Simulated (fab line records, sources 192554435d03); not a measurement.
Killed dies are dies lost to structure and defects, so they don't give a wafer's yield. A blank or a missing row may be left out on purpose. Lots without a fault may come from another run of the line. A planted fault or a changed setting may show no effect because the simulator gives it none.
Chamber matching | flow n5_finfet | N5_BEOL_M5_STRIP_19 on rie_diel-01: 4 sister chambers
The step strips in O2. 8 wafers are shown with their chamber, then 8 later ones without.

WAFERS WITH THEIR CHAMBER
wafer  | chamber | drypump_motor_current_A (A) | showerhead_plenum_p_Torr (Torr)
L084.1 | 3       | 5.6                         | 2.17
L090.2 | 1       | 5.8                         | 2.02
L090.4 | 2       | 5.2                         | 2.02
L090.5 | 2       | 5.2                         | 2.02
L091.2 | 0       | 4.9                         | 2.06
L091.5 | 1       | 5.8                         | 2.02
L091.6 | 0       | 5.0                         | 2.06
L093.1 | 3       | 5.6                         | 2.16

WAFERS WITHOUT THEIR CHAMBER
wafer  | drypump_motor_current_A (A) | showerhead_plenum_p_Torr (Torr)
L093.2 | 5.0                         | 2.06
L093.6 | 5.7                         | 2.02
L092.4 | 5.2                         | 2.01
L092.5 | 5.6                         | 2.16
L092.6 | 5.2                         | 2.01
L096.3 | 5.2                         | 2.01
L096.4 | 5.6                         | 2.16
L096.6 | 4.9                         | 2.06

WHICH CHAMBER EACH WENT THROUGH
wafer  | from the rows above | in truth
L093.2 | 0                   | 0
L093.6 | 1                   | 1
L092.4 | 2                   | 2
L092.5 | 3                   | 3
L092.6 | 2                   | 2
L096.3 | 2                   | 2
L096.4 | 3                   | 3
L096.6 | 0                   | 0
Placed correctly: 8 of 8. Can't be placed from these rows: 0. Placed wrongly: 0.
How it was worked out, from the rows above alone: a wafer's distance from a chamber is the root of the sum, over the readings, of the square of ((its reading less the chamber's mean) divided by the reading's scatter). The wafer belongs to the nearest chamber; if the next one is less than 2 further off, it can't be placed. A chamber's mean is the mean of its shown wafers. The scatter: the root of (the sum of the squares of (reading less its chamber's mean) over the shown wafers, divided by (wafers less chambers)).
